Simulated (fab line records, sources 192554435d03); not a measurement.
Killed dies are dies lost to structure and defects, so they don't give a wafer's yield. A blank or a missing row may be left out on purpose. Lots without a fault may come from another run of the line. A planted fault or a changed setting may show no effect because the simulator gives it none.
Chamber matching | flow n5_finfet | N5_BEOL_M11_CURE_72 on uv_cure-03: 3 sister chambers
The step cures SiCOH lowk, time 120 s. 3 wafers are shown with their chamber, then 12 later ones without.

WAFERS WITH THEIR CHAMBER
wafer  | chamber | wafer_temp_C_max
L087.6 | 0       | 372.8
L088.4 | 2       | 372.8
L094.5 | 1       | 371.9

WAFERS WITHOUT THEIR CHAMBER
wafer  | wafer_temp_C_max
L090.2 | 372.1
L090.4 | 373.2
L090.6 | 372.2
L093.1 | 372.7
L093.2 | 372.2
L093.5 | 372.9
L097.1 | 371.7
L097.4 | 371.8
L097.6 | 371.6
L096.1 | 372.9
L096.4 | 372.2
L096.6 | 372.2

WHICH CHAMBER EACH WENT THROUGH
wafer  | from the rows above          | in truth
L090.2 | 1                            | 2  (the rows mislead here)
L090.4 | can't be placed: 0 or 2      | 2
L090.6 | can't be placed: 1 or 0 or 2 | 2
L093.1 | can't be placed: 0 or 2      | 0
L093.2 | can't be placed: 1 or 0 or 2 | 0
L093.5 | can't be placed: 0 or 2      | 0
L097.1 | 1                            | 1
L097.4 | 1                            | 1
L097.6 | 1                            | 1
L096.1 | can't be placed: 0 or 2      | 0
L096.4 | can't be placed: 1 or 0 or 2 | 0
L096.6 | can't be placed: 1 or 0 or 2 | 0
Placed correctly: 3 of 12. Can't be placed from these rows: 8 (the true chamber is among the candidates in 8). Placed wrongly: 1.
How it was worked out, from the rows above alone: a wafer's distance from a chamber is the root of the sum, over the readings, of the square of ((its reading less the chamber's mean) divided by the reading's scatter). The wafer belongs to the nearest chamber; if the next one is less than 2 further off, it can't be placed. A chamber's mean is the mean of its shown wafers. The scatter: with one shown wafer a chamber, the root of the mean of the squares of how far each hidden wafer lies from its nearest shown one.
